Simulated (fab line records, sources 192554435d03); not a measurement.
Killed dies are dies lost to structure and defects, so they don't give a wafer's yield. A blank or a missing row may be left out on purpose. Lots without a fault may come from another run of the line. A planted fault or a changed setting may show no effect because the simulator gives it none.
Chamber matching | flow n5_finfet | N5_BEOL_M3_DESCUM_16 on rie_diel-01: 4 sister chambers
The step chemistry O2, time 7 s. 4 wafers are shown with their chamber, then 8 later ones without.

WAFERS WITH THEIR CHAMBER
wafer  | chamber | throttle_valve_pct (%)
L082.6 | 2       | 20.07
L083.4 | 3       | 20.59
L083.6 | 1       | 20.05
L092.1 | 0       | 20.02

WAFERS WITHOUT THEIR CHAMBER
wafer  | throttle_valve_pct (%)
L092.3 | 20.11
L092.4 | 20.09
L093.4 | 20.08
L093.5 | 20.64
L093.6 | 20.01
L097.2 | 20.10
L097.5 | 20.12
L097.6 | 20.10

WHICH CHAMBER EACH WENT THROUGH
wafer  | from the rows above          | in truth
L092.3 | can't be placed: 2 or 1 or 0 | 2
L092.4 | can't be placed: 2 or 1 or 0 | 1
L093.4 | can't be placed: 2 or 1 or 0 | 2
L093.5 | 3                            | 3
L093.6 | can't be placed: 0 or 1 or 2 | 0
L097.2 | can't be placed: 2 or 1 or 0 | 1
L097.5 | can't be placed: 2 or 1 or 0 | 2
L097.6 | can't be placed: 2 or 1 or 0 | 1
Placed correctly: 1 of 8. Can't be placed from these rows: 7 (the true chamber is among the candidates in 7). Placed wrongly: 0.
How it was worked out, from the rows above alone: a wafer's distance from a chamber is the root of the sum, over the readings, of the square of ((its reading less the chamber's mean) divided by the reading's scatter). The wafer belongs to the nearest chamber; if the next one is less than 2 further off, it can't be placed. A chamber's mean is the mean of its shown wafers. The scatter: with one shown wafer a chamber, the root of the mean of the squares of how far each hidden wafer lies from its nearest shown one.
